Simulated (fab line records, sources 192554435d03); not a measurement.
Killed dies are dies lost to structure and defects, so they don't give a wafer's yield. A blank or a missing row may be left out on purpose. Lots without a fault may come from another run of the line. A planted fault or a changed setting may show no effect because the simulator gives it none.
Chamber matching | flow n5_finfet | N5_BEOL_M13_ILD_DEP_00 on pecvd-03: 3 sister chambers
The step deposits SiOC from DEMS/O2, target thk 837.92 nm, time 166.4 s. 16 wafers are shown with their chamber, then 8 later ones without.

WAFERS WITH THEIR CHAMBER
wafer  | chamber | showerhead_plenum_p_Torr (Torr) | throttle_valve_pct (%) | heater_power_w (W)
L075.1 | 2       | 5.676                           | 11.6                   | 459
L075.2 | 0       | 5.705                           | 12.1                   | 576
L075.6 | 0       | 5.729                           | 11.7                   | 601
L081.1 | 2       | 5.657                           | 11.6                   | 484
L081.3 | 1       | 5.704                           | 13.0                   | 476
L081.5 | 2       | 5.657                           | 11.7                   | 503
L082.3 | 0       | 5.718                           | 11.9                   | 505
L082.4 | 0       | 5.723                           | 11.7                   | 556
L082.5 | 2       | 5.658                           | 11.7                   | 517
L087.1 | 0       | 5.709                           | 11.9                   | 550
L087.2 | 2       | 5.678                           | 11.6                   | 542
L087.5 | 0       | 5.717                           | 12.1                   | 587
L089.1 | 1       | 5.702                           | 12.5                   | 525
L089.2 | 2       | 5.675                           | 11.4                   | 518
L089.3 | 0       | 5.730                           | 11.9                   | 553
L090.1 | 1       | 5.708                           | 12.5                   | 544

SIGNATURES (means of the wafers above)
reading                  | chamber 0 | chamber 1 | chamber 2 | scatter within a chamber
showerhead_plenum_p_Torr | 5.71871   | 5.70467   | 5.66683   | 0.00921
throttle_valve_pct       | 11.900    | 12.667    | 11.600    | 0.172
heater_power_w           | 561.14    | 515.00    | 503.83    | 31.1
Rule: a wafer's distance from a chamber is the root of the sum, over the readings, of the square of ((its reading less the chamber's mean) divided by the reading's scatter). The wafer belongs to the nearest chamber; if the next one is less than 2 further off, it can't be placed. The scatter: the root of (the sum of the squares of (reading less its chamber's mean) over the shown wafers, divided by (wafers less chambers)).

WAFERS WITHOUT THEIR CHAMBER
wafer  | showerhead_plenum_p_Torr (Torr) | throttle_valve_pct (%) | heater_power_w (W)
L090.2 | 5.720                           | 11.8                   | 608
L090.3 | 5.679                           | 11.9                   | 432
L090.4 | 5.679                           | 11.8                   | 484
L090.5 | 5.700                           | 12.4                   | 572
L090.6 | 5.709                           | 11.8                   | 489
L097.2 | 5.673                           | 11.6                   | 454
L097.3 | 5.697                           | 12.4                   | 564
L097.4 | 5.707                           | 12.7                   | 463

WHICH CHAMBER EACH WENT THROUGH
wafer  | from the rows above     | in truth
L090.2 | 0                       | 0
L090.3 | 2                       | 2
L090.4 | 2                       | 2
L090.5 | can't be placed: 1 or 0 | 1
L090.6 | 0                       | 0
L097.2 | 2                       | 2
L097.3 | can't be placed: 1 or 0 | 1
L097.4 | 1                       | 1
Placed correctly: 6 of 8. Can't be placed from these rows: 2 (the true chamber is among the candidates in 2). Placed wrongly: 0.
